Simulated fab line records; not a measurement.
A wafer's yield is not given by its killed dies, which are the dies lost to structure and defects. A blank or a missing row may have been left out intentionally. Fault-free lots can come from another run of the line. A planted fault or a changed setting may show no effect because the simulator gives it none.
fab line records | flow nand_harc
record: lots: 5 wafers: 15 last_day: 31
route steps=1302 shown A_CONTACT@1090 A_BLC@1107
lots untouched by any fault: they come from a run of this same line in which no faults occurred
start_h: hours from the record's first day to the start of the lot's first wafer shown | wait_h: how many hours have passed since the lot's step before this one | " unchanged from the row above | L1.1+2: a single row standing in for several wafers | - no value present, or no start provided | * or withheld: withheld | < > ~ a bound
route shown NAME@n: names a module that has steps shown in the file, with the first one's number in the route | usual: the fault-free wafers' mean and standard deviation | same: alike in all rows | chamber/n: place in a boat | sites: each site's reading | _std_site: the standard deviation of these | _edge_site: the outer-site mean with the inner-site mean subtracted | radius_mm: for every site, how far away it sits from the centre of the wafer | mask NAME#n: copy n | behind: tool/chamber where the wafer was last shaped | hold: the reason the lot was held/the length of the hold in hours/how it ended | device: transistor that didn't switch, given as n, p or np | end of line: the same wafers' tests at the end of the route | a step without rows: its recipe alone | killed: dies that structure and defects cost at the first sort, which is not the same as the wafer's yield | map: a wafer's dies, marking killed ones x, the rest . and places with no die _
set.NAME: setting as actually run; set.NAME@STEP: the setting as run at that earlier step | model.NAME: the simulator's own value behind a step, which no gauge read
lots seen at some steps along the route; tables by step, rows by wafer
services: a tool's chamber out of use, with start hour (start_h, from the record's first day; less than 0 if before it), hours out, and reason
== steps ==
step: NHARC_A_CONTACT_ETCH_138
recipe: source_w: withheld pressure_mtorr: 20 bias_v: 1200 time_s: 311 target_depth_a: 19140 ar_flow_sccm: withheld c4f8_flow_sccm: withheld o2_flow_sccm: withheld chemistry: C4F8/O2/Ar
usual: chamber_pressure_mTorr: 20.001/0.017
columns lot.wafer tool chamber start_h wait_h chamber_pressure_mTorr rf_hours_counter_h
L077.2 har_cap_etch-03 1 543.44 0.2 19.961 57
L077.3 " 1 " " 20.018 -
L077.6 " 1 " " 19.991 -
L080.4 har_cap_etch-02 0 573.87 0.2 19.987 -
L080.3 " 1 " " 20.000 -
L080.5 " 1 " " 20.009 -
L083.1 har_cap_etch-03 0 603.06 0.2 20.001 67
L083.2 " 1 " " 20.025 67
L083.4 " 0 " " 19.996 -
L088.2 har_cap_etch-03 0 657.76 0.2 20.017 75
L088.6 " 0 " " 20.010 -
L088.5 " 1 " " 19.958 -
L094.2 har_cap_etch-03 1 700.98 0.2 19.998 83
L094.5 " 1 " " 19.999 -
L094.6 " 0 " " 19.982 -
step: NHARC_A_CONTACT_ETCH_139
recipe: source_w: withheld pressure_mtorr: 20 bias_v: 400 time_s: 195 target_depth_a: 8400 ar_flow_sccm: withheld c4f8_flow_sccm: 11.5 o2_flow_sccm: 7.2 chemistry: C4F8/O2/Ar
usual: chamber_pressure_mTorr: 20.001/0.018
columns lot.wafer tool chamber start_h wait_h chamber_pressure_mTorr rf_hours_counter_h
L077.2 har_cap_etch-03 1 543.71 0.2 19.967 57
L077.3 " 1 " " 19.997 -
L077.6 " 1 " " 19.968 -
L080.4 har_cap_etch-02 0 574.14 0.2 19.998 -
L080.3 " 1 " " 19.984 -
L080.5 " 1 " " 20.016 -
L083.1 har_cap_etch-03 0 603.33 0.2 20.012 67
L083.2 " 1 " " 19.990 67
L083.4 " 0 " " 20.020 -
L088.2 har_cap_etch-03 0 658.04 0.2 20.032 75
L088.6 " 0 " " 19.997 -
L088.5 " 1 " " 20.009 -
L094.2 har_cap_etch-03 1 701.25 0.2 20.007 83
L094.5 " 1 " " 20.016 -
L094.6 " 0 " " 20.006 -
step: NHARC_A_CONTACT_ETCH_92
recipe: target_depth_a: 400 over_etch_frac: 0.5 time_s: 85.7 ion_energy_ev: 120 ch3f_flow_sccm: 50 o2_flow_sccm: 30 ar_flow_sccm: 200 rf_w: 500 bias_w: 100 chemistry: CH3F/O2
usual: bias_w: 100.0/0.32 chamber_pressure_mTorr: 25.002/0.022 drypump_motor_current_A: 5.7/0.45 oes_product_au: 0.929/0.017 rf_fwd_power_W: 496.3/1.6 rf_vpp_V: 244.0/1.9 showerhead_plenum_p_Torr: 2.44/0.12 throttle_valve_pct: 20.663/0.0086
columns lot.wafer tool chamber start_h wait_h bias_w chamber_pressure_mTorr drypump_motor_current_A oes_product_au rf_fwd_power_W rf_hours_counter_h rf_vpp_V showerhead_plenum_p_Torr throttle_valve_pct
L077.2 rie_diel-02 2 544.23 0.5 99.8 24.963 5.9 0.936 495.3 24 243.5 2.39 20.641
L077.3 " 3 " " 99.9 24.996 6.1 0.921 493.9 22 247.2 2.65 20.666
L077.6 " 2 " " 99.4 24.996 5.9 0.932 496.5 - 243.3 2.39 20.671
L080.3 rie_diel-05 0 574.63 0.4 99.6 24.951 5.4 0.926 495.5 55 245.2 2.48 20.662
L080.4 " 1 " " 99.7 25.011 5.3 0.920 497.4 54 242.5 2.33 20.658
L080.5 " 2 " " 100.3 25.032 6.7 0.933 494.1 - 242.5 2.41 20.645
L083.2 rie_diel-02 0 603.91 0.5 100.0 24.954 5.2 0.927 496.0 6 244.1 2.43 20.657
L083.4 " 1 " " 100.3 24.987 5.3 0.925 496.0 7 242.6 2.30 20.673
L083.1 " 2 " " 100.1 25.004 5.8 0.940 491.5 6 244.4 2.39 20.665
L088.2 rie_diel-09 3 658.60 0.5 100.0 25.015 5.8 0.913 494.1 60 241.1 2.44 20.677
L088.5 " 2 " " 99.6 25.020 6.1 0.929 496.2 - 247.3 2.59 20.667
L088.6 " 3 " " 99.7 25.005 5.8 0.915 494.4 - 244.6 2.44 20.659
L094.2 rie_diel-02 3 701.81 0.5 100.0 25.016 6.1 0.935 495.6 23 247.6 2.64 20.672
L094.5 " 3 " " 99.9 24.985 6.1 0.935 493.3 - 246.4 2.64 20.660
L094.6 " 0 " " 99.7 25.018 5.2 0.909 495.4 - 243.6 2.42 20.661
step: NHARC_A_CONTACT_ETCH_98
recipe: target_depth_a: 200 over_etch_frac: 0.5 time_s: 10 ion_energy_ev: 250 c4f6_flow_sccm: 25 o2_flow_sccm: 20 ar_flow_sccm: 500 rf_w: 600 bias_w: 500 chemistry: C4F6/O2
usual: bias_w: 500.1/1.5 c4f6_flow_sccm: 25.00/0.074 chamber_pressure_mTorr: 29.996/0.028 drypump_motor_current_A: 5.7/0.46 oes_product_au: 0.950/0.016 rf_fwd_power_W: 586.6/2.7 rf_vpp_V: 546/3.8 showerhead_plenum_p_Torr: 3.88/0.17 throttle_valve_pct: 26.902/0.0088
columns lot.wafer tool chamber start_h wait_h bias_w c4f6_flow_sccm chamber_pressure_mTorr drypump_motor_current_A oes_product_au rf_fwd_power_W rf_hours_counter_h rf_vpp_V showerhead_plenum_p_Torr throttle_valve_pct
L077.2 rie_diel-02 2 - - 500.2 25.10 29.972 5.9 0.963 584.6 24 544 3.82 26.901
L077.3 " 3 " " 501.7 25.01 30.041 6.1 0.953 585.9 23 554 4.21 26.904
L077.6 " 1 " " 501.4 24.87 30.007 5.3 0.950 588.5 - 542 3.69 26.910
L080.4 rie_diel-05 3 - - 499.5 25.00 29.985 5.3 0.953 591.9 50 541 3.74 26.907
L080.3 " 1 " " 501.9 25.09 29.975 5.3 0.924 586.6 54 542 3.73 26.911
L080.5 " 0 " " 502.8 25.12 29.964 5.4 0.952 586.0 - 546 3.95 26.912
L083.1 rie_diel-02 2 - - 499.9 24.85 29.972 5.9 0.962 586.3 6 544 3.82 26.896
L083.2 " 3 " " 499.4 25.00 30.014 6.1 0.951 584.6 5 552 4.21 26.910
L083.4 " 1 " " 499.6 24.96 29.988 5.3 0.952 588.0 7 543 3.68 26.913
L088.2 rie_diel-09 3 - - 497.6 25.02 29.994 5.8 0.927 584.7 60 547 3.90 26.908
L088.5 " 3 " " 498.2 25.04 29.954 5.8 0.927 584.1 - 547 3.90 26.900
L088.6 " 0 " " 498.1 25.03 30.023 6.0 0.943 581.5 - 541 3.70 26.909
L094.2 rie_diel-02 3 - - 499.5 25.01 30.010 6.1 0.957 585.4 23 552 4.20 26.893
L094.6 " 1 " " 499.1 25.00 30.028 5.3 0.928 589.1 - 541 3.67 26.913
L094.5 " 2 " " 501.0 25.04 29.991 5.8 0.960 587.0 - 546 3.80 26.910
step: NHARC_A_CONTACT_CD_MEAS_15
usual: cd_nm: 189.9/0.7
columns lot.wafer tool chamber start_h wait_h cd_nm
L077.2 cd_sem-03 - 544.45 - 190.0
L077.3 " - " " 190.0
L077.6 " - " " 190.4
L080.3 cd_sem-02 - 574.83 - 189.7
L080.4 " - " " 189.5
L080.5 " - " " 189.6
L083.1 cd_sem-03 - 604.11 - 190.0
L083.2 " - " " 189.8
L083.4 " - " " 189.2
L088.2 cd_sem-01 - 658.81 - 189.4
L088.5 " - " " 190.1
L088.6 " - " " 190.1
L094.2 cd_sem-01 - 702.03 - 189.7
L094.5 " - " " 189.9
L094.6 " - " " 189.7
step: NHARC_A_CONTACT_STRIP_107
recipe: n2_flow_sccm: 150 h2_flow_sccm: 150 ar_flow_sccm: 0 bias_w: 0 chemistry: N2/H2
columns lot.wafer tool chamber start_h wait_h
L077.3+2+6 rie_diel-02 3,2,0 544.52 0.1
L080.3+4+5 rie_diel-09 1,2,2 574.90 0.1
L083.1+2+4 rie_diel-02 0,1,3 604.19 0.1
L088.2+5+6 rie_diel-02 2,2,3 658.88 0.1
L094.2+5+6 rie_diel-02 2,0,1 702.12 0.1
step: NHARC_A_CONTACT_STRIP_108
recipe: cf4_flow_sccm: 100 chf3_flow_sccm: 30 ar_flow_sccm: 0 bias_w: 0 chemistry: CF4/CHF3
columns lot.wafer tool chamber start_h wait_h
L077.2+3+6 rie_diel-02 0,2,0 544.62 0.1
L080.4+3+5 rie_diel-09 2,3,3 575.12 0.2
L083.1+4+2 rie_diel-02 2,3,1 604.28 0.1
L088.2+6+5 rie_diel-02 3,2,3 658.98 0.1
L094.2+5+6 rie_diel-02 0,3,0 702.20 0.1
step: NHARC_A_CONTACT_STRIP_109
recipe: o2_flow_sccm: 400 cos_flow_sccm: 20 ar_flow_sccm: 0 bias_w: 0 chemistry: O2/COS
columns lot.wafer tool chamber start_h wait_h
L077.2+3+6 rie_diel-02 1,0,2 544.68 0.1
L080.4+3+5 rie_diel-09 0,1,2 575.19 0.1
L083.2+4+1 rie_diel-02 2,3,1 604.34 0.0
L088.2+6+5 rie_diel-02 2,2,3 659.04 0.1
L094.2+5+6 rie_diel-02 3,3,0 702.26 0.1
step: NHARC_A_CONTACT_ETCH_110
recipe: target_depth_a: 600 overetch_a: 60 time_s: 33 ion_energy_ev: 100 cf4_flow_sccm: 80 o2_flow_sccm: 20 ar_flow_sccm: 0 rf_w: 300 bias_w: 100 chemistry: CF4/O2
usual: bias_w: 99.97/0.3 chamber_pressure_mTorr: 29.997/0.03 drypump_motor_current_A: 5.7/0.46 oes_product_au: 1.000/0.012 rf_fwd_power_W: 295.6/1.5 rf_vpp_V: 197.4/1.5 showerhead_plenum_p_Torr: 1.32/0.062 throttle_valve_pct: 13.397/0.0089
columns lot.wafer tool chamber start_h wait_h bias_w chamber_pressure_mTorr drypump_motor_current_A oes_product_au rf_fwd_power_W rf_hours_counter_h rf_vpp_V showerhead_plenum_p_Torr throttle_valve_pct
L077.2 rie_diel-02 1 544.74 0.1 99.87 30.002 5.3 0.993 297.9 25 195.6 1.25 13.405
L077.3 " 2 " " 100.16 30.031 5.8 1.008 295.4 24 198.2 1.30 13.392
L077.6 " 1 " " 99.83 30.031 5.3 0.986 296.9 - 196.4 1.25 13.402
L080.3 rie_diel-09 1 575.24 0.0 100.05 29.958 6.2 0.993 298.6 29 200.6 1.40 13.396
L080.4 " 0 " " 100.04 30.032 6.0 1.013 292.1 27 196.9 1.26 13.399
L080.5 " 2 " " 100.14 29.971 6.1 0.993 294.7 - 199.8 1.41 13.400
L083.4 rie_diel-02 2 604.87 0.5 99.40 30.014 5.8 1.014 297.1 6 197.7 1.30 13.399
L083.2 " 3 " " 100.40 29.954 6.1 0.992 295.1 5 199.5 1.44 13.392
L083.1 " 1 " " 99.44 29.984 5.3 0.999 298.2 7 196.1 1.25 13.397
L088.2 rie_diel-02 0 659.10 0.1 99.58 29.970 5.2 0.993 295.2 16 198.1 1.32 13.414
L088.5 " 3 " " 100.17 29.969 6.1 0.990 295.6 - 201.0 1.44 13.394
L088.6 " 0 " " 99.93 30.013 5.2 0.992 296.5 - 196.1 1.32 13.393
L094.2 rie_diel-02 3 702.33 0.1 99.96 30.021 6.1 1.016 295.0 23 199.9 1.43 13.397
L094.6 " 1 " " 99.95 30.017 5.3 0.996 296.5 - 195.2 1.24 13.401
L094.5 " 2 " " 99.49 29.974 5.9 1.005 295.7 - 198.1 1.29 13.404
step: NHARC_A_CONTACT_STRIP_26
recipe: o2_flow_sccm: 500 ar_flow_sccm: 0 bias_w: 0 chemistry: O2
usual: chamber_pressure_mTorr: 60.00/0.056 drypump_motor_current_A: 5.7/0.47 oes_product_au: 0.998/0.012 rf_vpp_V: 57.6/0.91 showerhead_plenum_p_Torr: 3.49/0.16 throttle_valve_pct: 17.035/0.0087
same: bias_w: 0
columns lot.wafer tool chamber start_h wait_h chamber_pressure_mTorr drypump_motor_current_A oes_product_au rf_hours_counter_h rf_vpp_V showerhead_plenum_p_Torr throttle_valve_pct
L077.2 rie_diel-02 2 - - 59.99 5.8 0.999 25 59.7 3.43 17.025
L077.3 " 0 " " 60.01 5.2 0.987 19 56.3 3.49 17.043
L077.6 " 3 " " 60.06 6.1 0.986 - 58.5 3.80 17.048
L080.4 rie_diel-09 2 - - 60.04 6.1 0.995 28 58.7 3.73 17.044
L080.3 " 0 " " 60.00 6.0 1.012 27 58.4 3.34 17.038
L080.5 " 1 " " 60.00 6.2 0.996 - 59.2 3.69 17.041
L083.4 rie_diel-02 1 - - 60.01 5.3 0.987 7 56.6 3.31 17.032
L083.1 " 3 " " 59.98 6.1 0.993 5 57.8 3.79 17.022
L083.2 " 0 " " 59.97 5.2 0.981 6 56.7 3.49 17.031
L088.2 rie_diel-02 3 - - 60.04 6.1 0.982 15 57.1 3.78 17.035
L088.5 " 1 " " 59.97 5.3 0.993 - 58.1 3.30 17.038
L088.6 " 2 " " 59.92 5.8 1.001 - 57.5 3.42 17.047
L094.2 rie_diel-02 0 - - 60.04 5.2 0.989 23 56.9 3.48 17.051
L094.5 " 3 " " 60.04 6.1 1.017 - 57.3 3.78 17.012
L094.6 " 0 " " 60.06 5.2 1.000 - 56.8 3.48 17.036
step: NHARC_A_CONTACT_STRIP_27
recipe: time_s: 600 temp_c: 30 chemistry: post_etch_residue_remover
columns lot.wafer tool chamber start_h wait_h
L077.3+2+6 wet_bench-06 4,6,7 545.13 -
L080.5+4+3 wet_bench-09 5,0,1 575.62 -
L083.2+4+1 wet_bench-09 5,1,2 605.25 -
L088.5+2+6 wet_bench-09 1,4,5 659.49 -
L094.6+5+2 wet_bench-04 5,1,2 702.70 -
step: NHARC_A_CONTACT_ALD_18
recipe: target_thk_a: 30 pulse_time_s: 1 ald_cycles: 150 temp_c: 450 material: TiN
usual: heater_power_w: 1073/120 precursor_pulse_height_rel: 0.998/0.018
same: pulse_time_s: 1
columns lot.wafer tool chamber start_h wait_h heater_power_w precursor_pulse_height_rel
L077.3 ald_metal-02 3 545.45 - 926 1.009
L077.2 " 0 " " 1092 0.996
L077.6 " 2 " " 1177 1.020
L080.4 ald_metal-04 2 575.89 - 1124 1.012
L080.3 " 1 " " 954 0.986
L080.5 " 2 " " 1133 0.993
L083.4 ald_metal-03 2 605.52 - 1072 0.994
L083.2 " 3 " " 1341 0.998
L083.1 " 1 " " 983 1.003
L088.2 ald_metal-03 2 659.75 - 1071 0.970
L088.6 " 2 " " 1083 0.983
L088.5 " 3 " " 1345 1.014
L094.2 ald_metal-03 2 702.99 - 1082 0.983
L094.5 " 1 " " 998 1.004
L094.6 " 2 " " 1080 1.004
step: NHARC_A_CONTACT_CVD_19
recipe: target_thk_a: 3000 temp_c: 300 pressure_torr: 40 wf6_flow_sccm: 40 h2_flow_sccm: 1600 ar_flow_sccm: 1560 time_s: 802 material: W
usual: heater_power_w: 480/28 throttle_valve_pct: 8.0/0.34
columns lot.wafer tool chamber start_h wait_h heater_power_w throttle_valve_pct
L077.2 cvd_w-02 1 - - 491 8.2
L077.3 " 1 " " 503 8.1
L077.6 " 1 " " 492 8.3
L080.3 cvd_w-01 0 - - 513 7.9
L080.4 " 1 " " 445 7.6
L080.5 " 0 " " 514 7.8
L083.2 cvd_w-02 0 - - 495 7.6
L083.1 " 1 " " 495 8.2
L083.4 " 0 " " 499 7.7
L088.2 cvd_w-02 1 - - 487 8.5
L088.5 " 1 " " 487 8.4
L088.6 " 0 " " 489 7.9
L094.2 cvd_w-01 1 - - 435 7.7
L094.5 " 1 " " 435 7.4
L094.6 " 0 " " 506 8.2
step: NHARC_A_CONTACT_CMP_20
recipe: t_overpolish_s: 30 target_thk_nm: 300
usual: motor_current_A: 11.7/0.74 overpolish_run_s: 30.001/0.0084 time_to_endpoint_s: 58/3.7
columns lot.wafer tool chamber start_h wait_h motor_current_A overpolish_run_s time_to_endpoint_s
L077.3 cmp-03 2 546.51 0.5 11.4 29.997 61
L077.2 " 3 " " 11.0 30.019 60
L077.6 " 2 " " 10.6 29.997 61
L080.4 cmp-03 1 577.02 0.4 11.8 30.006 55
L080.3 " 3 " " 10.6 30.009 62
L080.5 " 0 " " 11.6 29.981 59
L083.2 cmp-02 2 606.60 0.8 11.3 29.985 54
L083.1 " 3 " " 11.8 29.991 60
L083.4 " 0 " " 13.1 30.015 52
L088.2 cmp-03 0 660.86 0.8 12.0 30.001 59
L088.5 " 3 " " 11.3 30.006 63
L088.6 " 0 " " 11.1 29.982 60
L094.2 cmp-01 0 704.10 0.8 13.0 30.006 52
L094.6 " 3 " " 10.4 29.992 55
L094.5 " 0 " " 12.1 30.010 52
step: NHARC_A_CONTACT_SRD_22
columns lot.wafer tool chamber start_h wait_h
L077.3+2+6 wet_bench-09 1,2,4 546.84 0.0
L080.4+5+3 wet_bench-09 2,3,5 577.31 0.0
L083.4+2+1 wet_bench-06 4,5,7 606.93 0.0
L088.5+2+6 wet_bench-09 5,7,2 661.15 0.0
L094.6+5+2 wet_bench-06 6,2,3 704.39 0.0
step: NHARC_A_CONTACT_INSPECT_23
usual: raw_defect_count: 494/120
columns lot.wafer tool chamber start_h wait_h raw_defect_count
L077.2 defect_inspect-01 - 546.92 0.1 523
L077.3 " - " " 949
L077.6 " - " " 581
L080.3 defect_inspect-01 - 577.39 0.1 591
L080.4 " - " " 369
L080.5 " - " " 508
L083.1 defect_inspect-01 - 607.01 0.1 466
L083.2 " - " " 395
L083.4 " - " " 463
L088.2 defect_inspect-02 - 661.24 0.1 397
L088.5 " - " " 372
L088.6 " - " " 361
L094.2 defect_inspect-02 - 704.47 0.1 393
L094.5 " - " " 557
L094.6 " - " " 717
step: NHARC_A_BLC_DEHYDRATE_00
recipe: temp_c: 150 time_s: 120
columns lot.wafer tool chamber start_h wait_h
L077.2+3+6 litho_track-01 0 546.98 0.1
L080.3+4+5 litho_track-04 0 577.45 0.1
L083.1+2+4 litho_track-01 0 607.06 0.1
L088.2+5+6 litho_track-04 0 661.29 0.1
L094.2+5+6 litho_track-04 0 704.53 0.1
step: NHARC_A_BLC_HMDS_01
recipe: time_s: 30
columns lot.wafer tool chamber start_h wait_h
L077.2+3+6 litho_track-01 0 - -
L080.3+4+5 litho_track-04 0 - -
L083.1+2+4 litho_track-01 0 - -
L088.2+5+6 litho_track-04 0 - -
L094.2+5+6 litho_track-04 0 - -
step: NHARC_A_BLC_COAT_02
recipe: temp_c: 260 time_s: 75
columns lot.wafer tool chamber start_h wait_h
L077.2+3+6 litho_track-01 0 - -
L080.3+4+5 litho_track-04 0 - -
L083.1+2+4 litho_track-01 0 - -
L088.2+5+6 litho_track-04 0 - -
L094.2+5+6 litho_track-04 0 - -
step: NHARC_A_BLC_COAT_03
recipe: temp_c: 225 time_s: 65
columns lot.wafer tool chamber start_h wait_h
L077.2+3+6 litho_track-01 0 - -
L080.3+4+5 litho_track-04 0 - -
L083.1+2+4 litho_track-01 0 - -
L088.2+5+6 litho_track-04 0 - -
L094.2+5+6 litho_track-04 0 - -
step: NHARC_A_BLC_COAT_04
recipe: spin_rpm: 1500 resist_thk_nm: 90
usual: spin_speed_rpm: 1500.0/1.1
columns lot.wafer tool chamber start_h wait_h spin_speed_rpm
L077.2 litho_track-01 0 - - 1497.5
L077.3 " 0 " " 1499.6
L077.6 " 0 " " 1499.2
L080.3 litho_track-04 0 - - 1500.8
L080.4 " 0 " " 1500.6
L080.5 " 0 " " 1498.9
L083.1 litho_track-01 0 - - 1499.3
L083.2 " 0 " " 1499.7
L083.4 " 0 " " 1497.3
L088.2 litho_track-04 0 - - 1501.2
L088.5 " 0 " " 1500.1
L088.6 " 0 " " 1500.2
L094.2 litho_track-04 0 - - 1502.6
L094.5 " 0 " " 1502.0
L094.6 " 0 " " 1501.2
step: NHARC_A_BLC_SOFTBAKE_05
recipe: temp_c: 105 time_s: 55
columns lot.wafer tool chamber start_h wait_h
L077.2+3+6 litho_track-01 0 - -
L080.3+4+5 litho_track-04 0 - -
L083.1+2+4 litho_track-01 0 - -
L088.2+5+6 litho_track-04 0 - -
L094.2+5+6 litho_track-04 0 - -
step: NHARC_A_BLC_EBR_06
columns lot.wafer tool chamber start_h wait_h
L077.2+3+6 litho_track-01 0 - -
L080.3+4+5 litho_track-04 0 - -
L083.1+2+4 litho_track-01 0 - -
L088.2+5+6 litho_track-04 0 - -
L094.2+5+6 litho_track-04 0 - -
step: NHARC_A_BLC_EXPOSE_07
recipe: na: 1.35 target_cd_nm: 100 dose_mj: 67.97 mask_id: A_BLC
same: na: 1.35
columns lot.wafer tool chamber start_h wait_h mask
L077.2+3+6 arfi_scanner-01 0 547.16 - A_BLC#0
L080.3+4+5 arfi_scanner-03 0 577.77 - A_BLC#0
L083.1+2+4 arfi_scanner-03 0 607.25 - A_BLC#0
L088.2+5+6 arfi_scanner-01 0 661.48 - A_BLC#0
L094.2+5+6 arfi_scanner-03 0 704.84 - A_BLC#0
step: NHARC_A_BLC_PEB_08
recipe: peb_temp_c: 100 peb_time_s: 65
columns lot.wafer tool chamber start_h wait_h
L077.2+3+6 litho_track-04 0 547.22 0.1
L080.3+4+5 litho_track-06 0 577.82 0.0
L083.1+2+4 litho_track-06 0 607.31 0.1
L088.2+5+6 litho_track-06 0 661.54 0.1
L094.2+5+6 litho_track-01 0 704.90 0.1
step: NHARC_A_BLC_DEVELOP_09
recipe: develop_time_s: 35 dev_temp_c: 23
columns lot.wafer tool chamber start_h wait_h
L077.2+3+6 litho_track-04 0 - -
L080.3+4+5 litho_track-06 0 - -
L083.1+2+4 litho_track-06 0 - -
L088.2+5+6 litho_track-06 0 - -
L094.2+5+6 litho_track-01 0 - -
step: NHARC_A_BLC_CD_MEAS_10
recipe: target_cd_nm: 100 landing_energy_ev: 500
usual: cd_nm: 100.1/0.75
columns lot.wafer tool chamber start_h wait_h cd_nm
L077.2 cd_sem-01 0 547.30 - 100.3
L077.3 " 0 " " 100.8
L077.6 " 0 " " 100.5
L080.3 cd_sem-01 0 577.91 - 99.4
L080.4 " 0 " " 98.4
L080.5 " 0 " " 98.8
L083.1 cd_sem-02 0 607.39 - 99.1
L083.2 " 0 " " 100.0
L083.4 " 0 " " 98.4
L088.2 cd_sem-01 0 661.62 - 100.1
L088.5 " 0 " " 99.6
L088.6 " 0 " " 99.6
L094.2 cd_sem-01 0 704.98 - 99.6
L094.5 " 0 " " 100.0
L094.6 " 0 " " 99.3
step: NHARC_A_BLC_OVL_MEAS_11
usual: overlay_x_nm: -0.2/0.82 overlay_y_nm: 0.2/0.89
columns lot.wafer tool chamber start_h wait_h overlay_x_nm overlay_y_nm
L077.2 overlay-01 - 547.39 - 0.6 -1.0
L077.3 " - " " 0.2 -0.3
L077.6 " - " " 0.1 -0.9
L080.3 overlay-01 - 577.99 - 1.4 -1.3
L080.4 " - " " 1.0 -1.6
L080.5 " - " " 1.3 -1.6
L083.1 overlay-02 - 607.48 - 0.2 -0.5
L083.2 " - " " 0.2 -0.5
L083.4 " - " " -0.3 0.1
L088.2 overlay-01 - 661.71 - -0.3 1.1
L088.5 " - " " -0.5 1.2
L088.6 " - " " -0.7 0.3
L094.2 overlay-02 - 705.07 - -0.7 0.1
L094.5 " - " " -0.5 0.6
L094.6 " - " " -0.3 0.4
step: NHARC_A_BLC_INSPECT_12
usual: raw_defect_count: 91/30
columns lot.wafer tool chamber start_h wait_h raw_defect_count
L077.2 defect_inspect-01 - 547.42 0.0 117
L077.3 " - " " 120
L077.6 " - " " 115
L080.3 defect_inspect-02 - 578.03 0.0 71
L080.4 " - " " 98
L080.5 " - " " 72
L083.1 defect_inspect-02 - 607.51 0.0 83
L083.2 " - " " 74
L083.4 " - " " 65
L088.2 defect_inspect-01 - 661.74 0.0 122
L088.5 " - " " 112
L088.6 " - " " 113
L094.2 defect_inspect-02 - 705.10 0.0 106
L094.5 " - " " 109
L094.6 " - " " 105
step: NHARC_A_BLC_DESCUM_15
recipe: time_s: 3 o2_flow_sccm: 200 ar_flow_sccm: 0 bias_power_w: 0 chemistry: O2
usual: chamber_pressure_mTorr: 60.01/0.054 drypump_motor_current_A: 5.6/0.45 oes_product_au: 0.998/0.013 rf_vpp_V: 57.9/0.97 showerhead_plenum_p_Torr: 1.94/0.066 throttle_valve_pct: 11.311/0.009
columns lot.wafer tool chamber start_h wait_h chamber_pressure_mTorr drypump_motor_current_A oes_product_au rf_hours_counter_h rf_vpp_V showerhead_plenum_p_Torr throttle_valve_pct
L077.2 rie_diel-03 0 547.49 0.1 60.04 6.0 1.023 6 57.8 1.99 11.308
L077.3 " 1 " " 60.02 5.0 1.013 6 57.5 1.86 11.332
L077.6 " 0 " " 59.94 5.9 1.023 - 56.6 1.99 11.313
L080.4 rie_diel-06 1 578.09 0.1 59.94 5.7 0.999 8 56.8 1.99 11.303
L080.3 " 3 " " 59.99 5.9 0.995 7 56.9 1.88 11.297
L080.5 " 1 " " 60.02 5.7 0.997 - 58.5 1.99 11.301
L083.1 rie_diel-03 3 607.58 0.1 59.98 5.4 0.995 10 59.1 1.98 11.313
L083.2 " 0 " " 60.04 5.9 1.019 9 58.0 1.99 11.287
L083.4 " 1 " " 60.01 5.0 1.004 10 56.9 1.86 11.316
L088.2 rie_diel-03 3 661.82 0.1 60.03 5.5 0.989 0 57.5 1.98 11.325
L088.6 " 1 " " 59.96 5.0 0.981 - 57.7 1.86 11.313
L088.5 " 2 " " 60.03 5.2 0.971 - 57.1 2.03 11.320
L094.2 rie_diel-06 3 705.16 0.1 60.08 5.9 1.008 3 58.7 1.88 11.299
L094.5 " 3 " " 60.01 5.9 1.009 - 57.9 1.88 11.315
L094.6 " 0 " " 59.86 5.9 0.997 - 57.4 1.94 11.322
step: NHARC_A_BLC_ETCH_16
recipe: target_depth_a: 390 over_etch_frac: 0.3 time_s: 65 ion_energy_ev: 80 cf4_flow_sccm: 150 ar_flow_sccm: 0 rf_w: 300 bias_w: 100 chemistry: CF4
usual: bias_w: 99.98/0.28 chamber_pressure_mTorr: 50.00/0.05 drypump_motor_current_A: 5.6/0.47 oes_product_au: 0.995/0.013 rf_fwd_power_W: 296.9/1.1 rf_vpp_V: 151.4/1 showerhead_plenum_p_Torr: 1.79/0.058 throttle_valve_pct: 13.283/0.0091
columns lot.wafer tool chamber start_h wait_h bias_w chamber_pressure_mTorr drypump_motor_current_A oes_product_au rf_fwd_power_W rf_hours_counter_h rf_vpp_V showerhead_plenum_p_Torr throttle_valve_pct
L077.2 rie_diel-03 1 547.57 0.1 100.03 49.99 5.0 0.993 296.0 6 150.2 1.72 13.284
L077.3 " 3 " " 99.52 50.01 5.4 0.999 295.1 6 152.3 1.83 13.290
L077.6 " 2 " " 100.09 49.86 5.1 0.969 297.6 - 151.9 1.87 13.289
L080.4 rie_diel-06 0 578.18 0.1 100.07 49.97 5.9 0.995 295.5 7 151.8 1.79 13.290
L080.3 " 1 " " 99.87 49.97 5.7 0.994 297.9 8 151.2 1.84 13.286
L080.5 " 0 " " 99.61 50.04 5.9 0.994 297.7 - 152.8 1.79 13.278
L083.1 rie_diel-03 3 607.66 0.1 99.83 50.01 5.4 1.003 297.1 10 151.1 1.82 13.279
L083.4 " 0 " " 100.17 50.10 6.0 1.013 295.7 9 152.3 1.83 13.286
L083.2 " 2 " " 100.22 50.01 5.1 0.991 297.2 11 152.5 1.87 13.283
L088.2 rie_diel-03 0 661.90 0.1 99.92 50.10 5.9 0.996 297.3 0 152.4 1.83 13.282
L088.5 " 2 " " 100.14 49.99 5.2 0.970 295.9 - 151.3 1.86 13.279
L088.6 " 3 " " 99.93 49.99 5.4 0.990 297.8 - 152.2 1.82 13.285
L094.2 rie_diel-06 3 705.30 0.1 99.79 49.98 5.9 1.002 297.5 3 151.2 1.74 13.297
L094.6 " 3 " " 100.32 49.94 5.9 0.999 298.3 - 150.0 1.74 13.292
L094.5 " 0 " " 100.30 49.99 5.9 0.992 299.2 - 150.8 1.79 13.277
== services ==
columns tool chamber start_h hours kind
wet_bench-09 - 528.80 8.0 pm
litho_track-06 - 529.00 7.0 pm
ald_metal-03 - 534.91 1.3 repair
arfi_scanner-03 - 540.00 4.0 pm
rie_diel-09 3 542.58 2.1 repair
wet_bench-06 - 545.60 8.0 pm
litho_track-04 - 553.01 7.0 pm
rie_diel-06 - 560.05 0.1 repair
rie_diel-03 0 570.21 4.8 repair
rie_diel-02 - 571.37 9.0 pm
rie_diel-06 1 579.63 4.8 repair
rie_diel-06 1 604.23 5.0 repair
rie_diel-03 - 635.94 9.0 pm
rie_diel-02 0 649.90 1.2 repair
rie_diel-06 - 661.21 9.0 pm
rie_diel-09 - 674.58 9.0 pm
litho_track-01 - 680.00 7.0 pm
rie_diel-06 2 692.56 4.4 repair
rie_diel-06 3 692.93 9.4 repair
rie_diel-06 1 693.47 17.9 repair
rie_diel-09 1 695.15 10.3 repair
rie_diel-06 2 701.44 18.4 repair
litho_track-06 - 704.00 7.0 pm
wet_bench-09 - 704.80 8.0 pm
== key ==
fault none
